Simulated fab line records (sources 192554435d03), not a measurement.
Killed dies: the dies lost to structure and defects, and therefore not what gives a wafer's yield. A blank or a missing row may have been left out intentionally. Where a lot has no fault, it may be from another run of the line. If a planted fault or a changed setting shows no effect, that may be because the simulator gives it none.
Split-lot trial | flow n5 finfet | on a route of 1938 steps: 7 lots, 21 wafers read

== THE SPLIT ==
At N5_BEOL_M15_ILD_DEP_00 (deposits SiO2 from TEOS/O2, target thk 1629.3 nm, time 346.1 s), the setting time s was moved away from the recipe's 346.1 s on 8 of the 21 wafers read, by -8.4% to +13.6%. The other wafers ran this setting at the recipe's value.

Split to reading: the file shows no intervening step.

== THE READING ==
M15_ILD_THK, in nm, at N5_BEOL_M15_THK_MEAS_01. A value of 1636 nm with a standard deviation of 20 nm is what fault-free wafers of this fab line usually give.

wafer  | tool, chamber at the split | time s as run, s | against the recipe | M15_ILD_THK, nm | against lot-mates on the recipe
L074.1 | pecvd-04, 0                | 346.1            | recipe             | 1616            | -
L074.3 | pecvd-04, 1                | 346.1            | recipe             | 1647            | -
L074.6 | pecvd-04, 1                | 393.2            | +13.6%             | 1894            | +262
L075.1 | pecvd-04, 2                | 346.1            | recipe             | 1630            | -
L075.2 | pecvd-04, 1                | 346.1            | recipe             | 1633            | -
L075.5 | pecvd-04, 1                | 346.1            | recipe             | 1658            | -
L077.1 | pecvd-04, 2                | 346.1            | recipe             | 1656            | -
L077.3 | pecvd-04, 1                | 346.1            | recipe             | 1652            | -
L077.6 | pecvd-04, 1                | 331              | -4.4%              | 1616            | -38
L083.2 | pecvd-02, 2                | 346.1            | recipe             | 1623            | -
L083.5 | pecvd-02, 1                | 317.4            | -8.3%              | 1522            | -108
L083.6 | pecvd-02, 2                | 346.1            | recipe             | 1637            | -
L088.1 | pecvd-04, 0                | 317              | -8.4%              | 1472            | -153
L088.4 | pecvd-04, 2                | 317              | -8.4%              | 1501            | -124
L088.5 | pecvd-04, 0                | 346.1            | recipe             | 1625            | -
L090.3 | pecvd-02, 1                | 346.1            | recipe             | 1598            | -
L090.5 | pecvd-02, 0                | 346.1            | recipe             | 1618            | -
L090.6 | pecvd-02, 2                | 332.7            | -3.9%              | 1554            | -54
L093.1 | pecvd-02, 0                | 380.5            | +9.9%              | 1780            | +130
L093.4 | pecvd-02, 0                | 380.5            | +9.9%              | 1812            | +162
L093.5 | pecvd-02, 1                | 346.1            | recipe             | 1650            | -

THE FIT
A straight line over all 21 wafers: M15_ILD_THK changes by +16.8 nm for each +1% of time s; r = +0.97; the points scatter about the line by 23 nm.
The same after taking each lot's own level away (the mean of its wafers on the recipe; 21 wafers): +16.1 nm for each +1%; r = +0.98; scatter 18 nm.
That fit puts the effect of the largest move of time s on the reading at 2.2e+02 nm.
The lots' own levels span 1608.0 to 1654.0 nm, that is 2.3 times the standard deviation above.
Consequently the slope shifts little with the lot-to-lot level, the two slopes agreeing.
Check: +201 nm against its lot-mates is what the line predicts for one of the wafers moved furthest among these (+13.6%) when that wafer is left out of the fit. It came out at +262 nm against them.

== THESE WAFERS: OTHER SPLITS ==
Other splits were also applied to these wafers ahead of the reading. Each is held against what the fit with the lots' levels taken away leaves over:
other split on the same wafers | wafers away from the commonest value | r with M15_ILD_THK (lot level and that fit taken away)
N5_BEOL_M8_ETCH_62 time s      | 9                                    | -0.34
N5_BEOL_M11_ILD_DEP_00 time s  | 6                                    | -0.12
N5_BEOL_M11_ALD_74 ald cycles  | 5                                    | -0.01
N5_BEOL_M13_EXPOSE_07 dose mj  | 9                                    | +0.11
N5_BEOL_M13_ETCH_59 time s     | 5                                    | -0.04
N5_BEOL_M13_SPUTTER_44 power w | 7                                    | -0.16

== THE WHOLE CHAIN: every reading that the file lists as answering this split, in the file's order ==
step                    | what it does                                                   | reading                                                                             | change (the file's fit)              | r (the file's)
N5_BEOL_M15_ILD_DEP_00  | deposits SiO2 from TEOS/O2, target thk 1629.3 nm, time 346.1 s | SiO2_of_BEOL_M15_ILD_DEP_00.thk nm (the simulator's own value, which no gauge read) | +16.4 nm for each +1% of the setting | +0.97
N5_BEOL_M15_THK_MEAS_01 |                                                                | M15_ILD_THK                                                                         | +16.3 for each +1% of the setting    | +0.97

== THE FILE'S OWN FIT ==
M15_ILD_THK changes by +16.3 nm for each +1% of time s, r = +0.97.
